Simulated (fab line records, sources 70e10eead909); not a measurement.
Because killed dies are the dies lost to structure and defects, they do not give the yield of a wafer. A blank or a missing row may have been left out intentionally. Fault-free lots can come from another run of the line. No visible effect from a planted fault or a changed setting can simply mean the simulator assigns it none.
fab line records -- flow nand-harc -- part 2 of 2: steps 22 to 27 of 27
record: lots: 5, wafers: 15, last-day: 34
route steps=1302 shown A_ONON_D1@449 A_CHANNEL_HOLE_D1@450
lots that met no fault: taken from a fault-free run of the same line
start-h: start of the lot's first displayed wafer, in hours after the record's first day -- wait-h: hours from the lot's prior step to this one -- " as in the row above -- L1.1+2: one row covering several wafers at once -- - no value, or no start was given -- * or withheld: withheld -- < > ~ a bound
route shown NAME@n: a module of which the file shows steps, and the number in the route of the first -- usual: mean and standard deviation over wafers with no fault -- same: alike in all rows -- chamber/n: place in a boat -- sites: readings site by site -- _std_site: the standard deviation of these -- _edge_site: mean of outer sites minus mean of inner sites -- radius-mm: for every site, how far away it sits from the centre of the wafer -- mask NAME#n: copy n -- behind: the last tool/chamber to shape the wafer -- hold: what put the lot on hold/how long, in hours/how the hold closed -- device: whichever transistor did not switch (one of n, p or np) -- end of line: tests of these same wafers at the route's end -- a step given without rows: its recipe and nothing more -- killed: at the first sort, the dies lost to defects and structure; wafer yield is something else -- map: the dies of a wafer, with x for killed, . for not killed, _ for no die there
set.NAME: the setting as run; set.NAME@STEP: as run at that earlier step -- model.NAME: the simulator's own value behind a step, which no gauge read
a table for each step, a row for each wafer; lots at some steps of the route
services: a tool's chamber out of use, with start hour (start-h, from the record's first day; less than 0 if before it), hours out, and reason
== steps ==
step: NHARC_A_CHANNEL_HOLE_D1_CD_MEAS_18
usual: cd-nm: 99.0/2.7
lot.wafer,tool,chamber,start-h,wait-h,cd-nm
L076.1,cd-sem-01,-,211.00,-,95.6
L076.4,cd-sem-01,-,211.00,-,103.0
L076.6,cd-sem-01,-,211.00,-,100.6
L083.2,cd-sem-03,-,269.49,-,99.5
L083.5,cd-sem-03,-,269.49,-,93.2
L083.6,cd-sem-03,-,269.49,-,101.8
L092.1,cd-sem-02,-,353.50,-,100.8
L092.2,cd-sem-02,-,353.50,-,99.9
L092.4,cd-sem-02,-,353.50,-,99.7
L093.2,cd-sem-02,-,370.48,-,96.2
L093.4,cd-sem-02,-,370.48,-,98.1
L093.5,cd-sem-02,-,370.48,-,94.2
L097.1,cd-sem-01,-,417.92,-,97.5
L097.3,cd-sem-01,-,417.92,-,101.2
L097.5,cd-sem-01,-,417.92,-,99.2
step: NHARC_A_CHANNEL_HOLE_D1_ETCH_19
recipe: bias-v: 1200, source-w: 2500, pressure-mtorr: 15, time-s: 34.5, ar-flow-sccm: 375, c4f8-flow-sccm: 28.8, o2-flow-sccm: 96.2, temp-c: -20, target-depth-a: *, chemistry: C4F8/O2/Ar
usual: drypump-motor-current-A: 5.3/0.43, showerhead-plenum-p-Torr: 3.67/0.11, throttle-valve-pct: 37.038/0.01
lot.wafer,tool,chamber,start-h,wait-h,drypump-motor-current-A,rf-hours-counter-h,showerhead-plenum-p-Torr,throttle-valve-pct
L076.1,har-etch-02,0,213.83,2.8,4.9,309,3.66,37.036
L076.4,har-etch-02,1,213.83,2.8,5.4,-,3.57,37.054
L076.6,har-etch-02,0,213.83,2.8,4.9,-,3.66,37.053
L083.2,har-etch-01,0,269.58,0.1,6.0,134,3.63,37.033
L083.5,har-etch-01,1,269.58,0.1,5.1,-,3.75,37.040
L083.6,har-etch-01,0,269.58,0.1,6.0,-,3.63,37.052
L092.1,har-etch-02,0,355.47,2.0,4.8,393,3.62,37.044
L092.2,har-etch-02,1,355.47,2.0,5.4,393,3.53,37.065
L092.4,har-etch-02,1,355.47,2.0,5.4,-,3.53,37.043
L093.2,har-etch-01,1,370.55,0.1,5.1,187,3.72,37.044
L093.4,har-etch-01,1,370.55,0.1,5.1,-,3.72,37.051
L093.5,har-etch-01,0,370.55,0.1,6.0,-,3.60,37.051
L097.1,har-etch-02,1,417.99,0.1,5.4,15,3.98,37.016
L097.3,har-etch-02,1,417.99,0.1,5.4,-,3.98,37.045
L097.5,har-etch-02,0,417.99,0.1,4.8,-,3.98,37.039
step: NHARC_A_CHANNEL_HOLE_D1_ETCH_20
recipe: bias-v: 3000, source-w: withheld, pressure-mtorr: 20, time-s: 361.9, ar-flow-sccm: 375, c4f8-flow-sccm: 89.3, o2-flow-sccm: 35.7, temp-c: -20, target-depth-a: 16000, chemistry: C4F8/O2/Ar
usual: drypump-motor-current-A: 5.3/0.43, showerhead-plenum-p-Torr: 3.63/0.11, throttle-valve-pct: 32.154/0.0091
lot.wafer,tool,chamber,start-h,wait-h,drypump-motor-current-A,rf-hours-counter-h,showerhead-plenum-p-Torr,throttle-valve-pct
L076.1,har-etch-02,0,213.97,0.1,4.8,309,3.62,32.160
L076.4,har-etch-02,1,213.97,0.1,5.4,-,3.54,32.151
L076.6,har-etch-02,0,213.97,0.1,4.9,-,3.62,32.152
L083.2,har-etch-01,0,269.73,0.1,6.0,134,3.59,32.152
L083.5,har-etch-01,1,269.73,0.1,5.1,-,3.71,32.166
L083.6,har-etch-01,0,269.73,0.1,6.0,-,3.59,32.146
L092.1,har-etch-02,0,355.58,0.1,4.8,394,3.58,32.150
L092.2,har-etch-02,1,355.58,0.1,5.4,394,3.49,32.152
L092.4,har-etch-02,1,355.58,0.1,5.4,-,3.49,32.152
L093.2,har-etch-01,1,370.66,0.1,5.1,188,3.68,32.142
L093.4,har-etch-01,1,370.66,0.1,5.1,-,3.68,32.137
L093.5,har-etch-01,0,370.66,0.1,6.1,-,3.57,32.148
L097.1,har-etch-02,1,418.11,0.1,5.4,15,3.92,32.151
L097.3,har-etch-02,1,418.11,0.1,5.3,-,3.92,32.159
L097.5,har-etch-02,0,418.11,0.1,4.8,-,3.92,32.148
step: NHARC_A_CHANNEL_HOLE_D1_ETCH_21
recipe: bias-v: 3000, source-w: withheld, pressure-mtorr: 20, time-s: 514.3, ar-flow-sccm: 375, c4f8-flow-sccm: 89.3, o2-flow-sccm: 35.7, temp-c: -20, target-depth-a: 16000, chemistry: C4F8/O2/Ar
usual: drypump-motor-current-A: 5.3/0.44, showerhead-plenum-p-Torr: 3.63/0.11, throttle-valve-pct: 32.155/0.0089
lot.wafer,tool,chamber,start-h,wait-h,drypump-motor-current-A,rf-hours-counter-h,showerhead-plenum-p-Torr,throttle-valve-pct
L076.1,har-etch-02,0,214.31,0.3,4.8,310,3.62,32.156
L076.4,har-etch-02,1,214.31,0.3,5.4,-,3.54,32.150
L076.6,har-etch-02,0,214.31,0.3,4.8,-,3.62,32.154
L083.2,har-etch-01,0,270.06,0.3,6.0,134,3.59,32.151
L083.5,har-etch-01,1,270.06,0.3,5.1,-,3.71,32.160
L083.6,har-etch-01,0,270.06,0.3,6.0,-,3.59,32.163
L092.1,har-etch-02,0,355.89,0.3,4.8,394,3.58,32.168
L092.2,har-etch-02,1,355.89,0.3,5.4,394,3.49,32.158
L092.4,har-etch-02,1,355.89,0.3,5.4,-,3.49,32.163
L093.2,har-etch-01,1,370.98,0.3,5.1,188,3.68,32.158
L093.4,har-etch-01,1,370.98,0.3,5.1,-,3.68,32.139
L093.5,har-etch-01,0,370.98,0.3,6.0,-,3.57,32.156
L097.1,har-etch-02,1,418.42,0.3,5.3,16,3.92,32.155
L097.3,har-etch-02,1,418.42,0.3,5.4,-,3.92,32.138
L097.5,har-etch-02,0,418.42,0.3,4.8,-,3.92,32.159
step: NHARC_A_CHANNEL_HOLE_D1_ETCH_22
recipe: bias-v: 3000, source-w: withheld, pressure-mtorr: 20, time-s: 666.7, ar-flow-sccm: 375, c4f8-flow-sccm: 89.3, o2-flow-sccm: 35.7, temp-c: -20, target-depth-a: 16000, chemistry: C4F8/O2/Ar
usual: drypump-motor-current-A: 5.3/0.44, showerhead-plenum-p-Torr: 3.63/0.11, throttle-valve-pct: 32.154/0.0086
lot.wafer,tool,chamber,start-h,wait-h,drypump-motor-current-A,rf-hours-counter-h,showerhead-plenum-p-Torr,throttle-valve-pct
L076.1,har-etch-02,0,214.77,0.4,4.8,310,3.62,32.149
L076.4,har-etch-02,1,214.77,0.4,5.4,-,3.54,32.151
L076.6,har-etch-02,0,214.77,0.4,4.8,-,3.62,32.162
L083.2,har-etch-01,0,270.53,0.4,6.0,135,3.59,32.137
L083.5,har-etch-01,1,270.53,0.4,5.1,-,3.71,32.159
L083.6,har-etch-01,0,270.53,0.4,6.0,-,3.59,32.143
L092.1,har-etch-02,0,356.33,0.4,4.8,394,3.58,32.151
L092.2,har-etch-02,1,356.33,0.4,5.4,394,3.49,32.154
L092.4,har-etch-02,1,356.33,0.4,5.4,-,3.49,32.146
L093.2,har-etch-01,1,371.42,0.4,5.1,188,3.68,32.151
L093.4,har-etch-01,1,371.42,0.4,5.1,-,3.68,32.165
L093.5,har-etch-01,0,371.42,0.4,6.0,-,3.57,32.149
L097.1,har-etch-02,1,418.86,0.4,5.4,16,3.92,32.170
L097.3,har-etch-02,1,418.86,0.4,5.4,-,3.92,32.153
L097.5,har-etch-02,0,418.86,0.4,4.8,-,3.92,32.144
step: NHARC_A_CHANNEL_HOLE_D1_ETCH_23
recipe: bias-v: 5000, source-w: withheld, pressure-mtorr: 20, time-s: 819, ar-flow-sccm: 375, c4f8-flow-sccm: 89.3, o2-flow-sccm: 35.7, temp-c: -20, target-depth-a: 16000, chemistry: C4F8/O2/Ar
usual: drypump-motor-current-A: 5.3/0.43, showerhead-plenum-p-Torr: 3.63/0.11, throttle-valve-pct: 32.155/0.0091
lot.wafer,tool,chamber,start-h,wait-h,drypump-motor-current-A,rf-hours-counter-h,showerhead-plenum-p-Torr,throttle-valve-pct
L076.1,har-etch-02,0,215.36,0.5,4.8,311,3.62,32.166
L076.4,har-etch-02,1,215.36,0.5,5.4,-,3.54,32.163
L076.6,har-etch-02,0,215.36,0.5,4.8,-,3.62,32.153
L083.2,har-etch-01,0,271.12,0.5,6.0,135,3.59,32.154
L083.5,har-etch-01,1,271.12,0.5,5.1,-,3.71,32.160
L083.6,har-etch-01,0,271.12,0.5,6.0,-,3.59,32.167
L092.1,har-etch-02,0,356.90,0.5,4.8,395,3.58,32.147
L092.2,har-etch-02,1,356.90,0.5,5.4,395,3.49,32.164
L092.4,har-etch-02,1,356.90,0.5,5.4,-,3.49,32.154
L093.2,har-etch-01,1,372.00,0.5,5.1,189,3.68,32.154
L093.4,har-etch-01,1,372.00,0.5,5.1,-,3.68,32.170
L093.5,har-etch-01,0,372.00,0.5,6.1,-,3.57,32.158
L097.1,har-etch-02,1,419.42,0.5,5.4,17,3.92,32.148
L097.3,har-etch-02,1,419.42,0.5,5.4,-,3.92,32.162
L097.5,har-etch-02,0,419.42,0.5,4.8,-,3.92,32.169
== services ==
tool,chamber,start-h,hours,kind
acl-dep-01,-,188.52,13.0,pm
arfi-scanner-03,-,196.00,4.0,pm
litho-track-04,-,203.00,7.0,pm
pecvd-01,0,221.30,7.5,repair
rie-diel-10,-,242.69,9.0,pm
acl-dep-02,-,245.13,13.0,pm
har-etch-01,-,246.46,1.0,repair
arfi-scanner-01,-,252.01,4.0,pm
rie-diel-09,2,261.33,4.3,repair
rie-diel-13,0,298.47,3.4,repair
rie-diel-13,2,300.65,10.0,repair
pecvd-01,-,311.10,13.0,pm
rie-diel-09,-,318.44,0.7,repair
rie-diel-09,-,320.14,9.0,pm
litho-track-01,-,330.00,7.0,pm
rie-diel-13,-,342.16,9.0,pm
rie-diel-10,3,342.48,11.4,repair
litho-track-06,-,354.00,7.0,pm
rie-diel-09,1,356.47,11.1,repair
litho-track-04,-,378.00,7.0,pm
har-etch-02,-,380.61,17.0,pm
rie-diel-13,2,384.14,13.5,repair
rie-diel-09,1,399.58,2.5,repair
rie-diel-10,-,419.69,9.0,pm
